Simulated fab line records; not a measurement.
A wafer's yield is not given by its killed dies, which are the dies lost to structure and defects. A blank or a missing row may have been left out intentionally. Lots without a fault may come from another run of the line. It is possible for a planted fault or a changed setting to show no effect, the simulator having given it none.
Matching of chambers -- flow n5Finfet -- N5_BEOL_M14_DESCUM_33 on rieDiel-01 has 4 sister chambers
The step chemistry O2, time 7.9 s. 24 wafers are shown with their chamber, then 12 later ones without.

WAFERS WITH THEIR CHAMBER
wafer,chamber,showerheadPlenumPTorr (Torr),throttleValvePct (%),oesProductAu (a.u.)
L077.1,0,2.08,20.66,0.70
L077.2,1,2.06,20.35,0.91
L077.3,2,2.22,20.36,0.83
L077.4,3,2.21,20.25,0.82
L077.5,0,2.08,20.67,0.70
L077.6,3,2.21,20.26,0.82
L080.2,3,2.20,20.26,0.81
L080.4,2,2.21,20.40,0.83
L080.5,1,2.06,20.34,0.89
L082.2,3,2.20,20.27,0.81
L082.3,0,2.08,20.69,0.70
L082.5,1,2.05,20.37,0.89
L085.3,1,2.05,20.36,0.88
L085.4,0,2.08,20.69,0.70
L085.5,1,2.05,20.36,0.88
L087.3,2,2.21,20.41,0.81
L087.5,3,2.20,20.27,0.80
L087.6,0,2.07,20.71,0.69
L089.1,0,2.07,20.71,0.69
L089.2,1,2.05,20.39,0.86
L089.3,3,2.20,20.28,0.80
L089.4,2,2.21,20.40,0.81
L089.5,1,2.05,20.38,0.87
L089.6,0,2.07,20.71,0.69

SIGNATURES (means of the wafers above)
reading,chamber 0,chamber 1,chamber 2,chamber 3,scatter within a chamber
showerheadPlenumPTorr,2.0757,2.0529,2.2125,2.2033,0.00511
throttleValvePct,20.6914,20.3643,20.3925,20.2650,0.0177
oesProductAu,0.6957,0.8829,0.8200,0.8100,0.0112
Rule: for a wafer and a chamber, the distance is found by dividing, reading by reading, the gap between the wafer's reading and the chamber's mean by the reading's scatter, squaring, summing and taking the root. If the next closest chamber is less than 2 further off than the closest, the wafer can't be placed; otherwise it belongs to the closest. How the scatter is found: for the shown wafers, subtract from each reading the mean of its chamber, square and add these, divide the total by (wafers less chambers), then take the root.

WAFERS WHOSE CHAMBER IS MISSING
wafer,showerheadPlenumPTorr (Torr),throttleValvePct (%),oesProductAu (a.u.)
L091.3,2.07,20.72,0.69
L091.5,2.20,20.29,0.80
L091.6,2.21,20.42,0.81
L095.2,2.05,20.41,0.85
L095.3,2.07,20.72,0.69
L095.5,2.20,20.41,0.80
L097.1,2.04,20.44,0.81
L097.2,2.19,20.47,0.78
L097.3,2.18,20.36,0.76
L097.4,2.04,20.43,0.82
L097.5,2.19,20.47,0.77
L097.6,2.18,20.34,0.77

WHICH CHAMBER EACH ONE RAN IN
wafer,from the rows above,in truth
L091.3,0,0
L091.5,3,3
L091.6,2,2
L095.2,1,1
L095.3,0,0
L095.5,2,2
L097.1,1,1
L097.2,2,2
L097.3,can't be placed: 3 or 2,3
L097.4,1,1
L097.5,2,2
L097.6,can't be placed: 3 or 2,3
Correct placement for 10 of the 12. Not placeable from these rows: 2 (in 2, the candidates include the true chamber). 0 placed wrongly.
